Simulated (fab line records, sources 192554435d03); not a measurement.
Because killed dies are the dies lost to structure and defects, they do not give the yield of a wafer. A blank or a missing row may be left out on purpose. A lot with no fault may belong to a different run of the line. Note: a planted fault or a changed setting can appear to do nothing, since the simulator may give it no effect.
Chamber matching || flow n5Finfet || N5_FIN_CUT_STRIP_22 on rieDiel-05: 4 sister chambers
The step strips in N2/H2. 16 wafers are shown with their chamber, then 8 later ones without.

WAFERS, EACH WITH ITS CHAMBER
{"wafer": "L076.4", "chamber": 2, "drypumpMotorCurrentA (A)": 5.6, "showerheadPlenumPTorr (Torr)": 3.28, "throttleValvePct (%)": 18.8}
{"wafer": "L076.5", "chamber": 1, "drypumpMotorCurrentA (A)": 6.3, "showerheadPlenumPTorr (Torr)": 3.38, "throttleValvePct (%)": 19.4}
{"wafer": "L076.6", "chamber": 2, "drypumpMotorCurrentA (A)": 5.5, "showerheadPlenumPTorr (Torr)": 3.28, "throttleValvePct (%)": 18.8}
{"wafer": "L078.3", "chamber": 0, "drypumpMotorCurrentA (A)": 5.4, "showerheadPlenumPTorr (Torr)": 3.23, "throttleValvePct (%)": 19.6}
{"wafer": "L078.4", "chamber": 3, "drypumpMotorCurrentA (A)": 5.9, "showerheadPlenumPTorr (Torr)": 3.58, "throttleValvePct (%)": 18.7}
{"wafer": "L078.6", "chamber": 0, "drypumpMotorCurrentA (A)": 5.4, "showerheadPlenumPTorr (Torr)": 3.23, "throttleValvePct (%)": 19.6}
{"wafer": "L081.1", "chamber": 0, "drypumpMotorCurrentA (A)": 5.4, "showerheadPlenumPTorr (Torr)": 3.23, "throttleValvePct (%)": 19.6}
{"wafer": "L081.4", "chamber": 2, "drypumpMotorCurrentA (A)": 5.5, "showerheadPlenumPTorr (Torr)": 3.27, "throttleValvePct (%)": 18.8}
{"wafer": "L081.5", "chamber": 0, "drypumpMotorCurrentA (A)": 5.4, "showerheadPlenumPTorr (Torr)": 3.23, "throttleValvePct (%)": 19.7}
{"wafer": "L084.2", "chamber": 0, "drypumpMotorCurrentA (A)": 5.4, "showerheadPlenumPTorr (Torr)": 3.22, "throttleValvePct (%)": 19.6}
{"wafer": "L084.3", "chamber": 1, "drypumpMotorCurrentA (A)": 6.3, "showerheadPlenumPTorr (Torr)": 3.37, "throttleValvePct (%)": 19.5}
{"wafer": "L084.5", "chamber": 3, "drypumpMotorCurrentA (A)": 5.9, "showerheadPlenumPTorr (Torr)": 3.58, "throttleValvePct (%)": 18.7}
{"wafer": "L087.1", "chamber": 0, "drypumpMotorCurrentA (A)": 5.4, "showerheadPlenumPTorr (Torr)": 3.22, "throttleValvePct (%)": 19.6}
{"wafer": "L087.3", "chamber": 1, "drypumpMotorCurrentA (A)": 6.3, "showerheadPlenumPTorr (Torr)": 3.37, "throttleValvePct (%)": 19.5}
{"wafer": "L087.6", "chamber": 3, "drypumpMotorCurrentA (A)": 5.9, "showerheadPlenumPTorr (Torr)": 3.57, "throttleValvePct (%)": 18.7}
{"wafer": "L088.1", "chamber": 0, "drypumpMotorCurrentA (A)": 5.4, "showerheadPlenumPTorr (Torr)": 3.22, "throttleValvePct (%)": 19.7}

SIGNATURES (averages over the wafers above)
{"reading": "drypumpMotorCurrentA", "chamber 0": 5.400, "chamber 1": 6.300, "chamber 2": 5.533, "chamber 3": 5.900, "scatter within a chamber": 0.0236}
{"reading": "showerheadPlenumPTorr", "chamber 0": 3.2257, "chamber 1": 3.3733, "chamber 2": 3.2767, "chamber 3": 3.5767, "scatter within a chamber": 0.00556}
{"reading": "throttleValvePct", "chamber 0": 19.629, "chamber 1": 19.467, "chamber 2": 18.800, "chamber 3": 18.700, "scatter within a chamber": 0.0418}
Rule: distance of a wafer from a chamber = root of the sum over the readings of ((wafer's reading minus chamber's mean) / reading's scatter) squared. If the next closest chamber is less than 2 further off than the closest, the wafer can't be placed; otherwise it belongs to the closest. How the scatter is found: for the shown wafers, subtract from each reading the mean of its chamber, square and add these, divide the total by (wafers less chambers), then take the root.

WAFERS WITHOUT THEIR CHAMBER
{"wafer": "L088.5", "drypumpMotorCurrentA (A)": 5.9, "showerheadPlenumPTorr (Torr)": 3.57, "throttleValvePct (%)": 18.7}
{"wafer": "L088.6", "drypumpMotorCurrentA (A)": 5.4, "showerheadPlenumPTorr (Torr)": 3.22, "throttleValvePct (%)": 19.6}
{"wafer": "L089.2", "drypumpMotorCurrentA (A)": 6.0, "showerheadPlenumPTorr (Torr)": 3.57, "throttleValvePct (%)": 18.7}
{"wafer": "L089.5", "drypumpMotorCurrentA (A)": 6.3, "showerheadPlenumPTorr (Torr)": 3.37, "throttleValvePct (%)": 19.5}
{"wafer": "L089.6", "drypumpMotorCurrentA (A)": 5.4, "showerheadPlenumPTorr (Torr)": 3.22, "throttleValvePct (%)": 19.6}
{"wafer": "L091.1", "drypumpMotorCurrentA (A)": 5.4, "showerheadPlenumPTorr (Torr)": 3.22, "throttleValvePct (%)": 19.6}
{"wafer": "L091.2", "drypumpMotorCurrentA (A)": 5.5, "showerheadPlenumPTorr (Torr)": 3.27, "throttleValvePct (%)": 18.9}
{"wafer": "L091.3", "drypumpMotorCurrentA (A)": 6.3, "showerheadPlenumPTorr (Torr)": 3.37, "throttleValvePct (%)": 19.5}

WHICH CHAMBER EACH WENT THROUGH
{"wafer": "L088.5", "from the rows above": 3, "in truth": 3}
{"wafer": "L088.6", "from the rows above": 0, "in truth": 0}
{"wafer": "L089.2", "from the rows above": 3, "in truth": 3}
{"wafer": "L089.5", "from the rows above": 1, "in truth": 1}
{"wafer": "L089.6", "from the rows above": 0, "in truth": 0}
{"wafer": "L091.1", "from the rows above": 0, "in truth": 0}
{"wafer": "L091.2", "from the rows above": 2, "in truth": 2}
{"wafer": "L091.3", "from the rows above": 1, "in truth": 1}
Correctly placed: 8 of 8. Left unplaced by these rows: 0. Wrongly placed: 0.
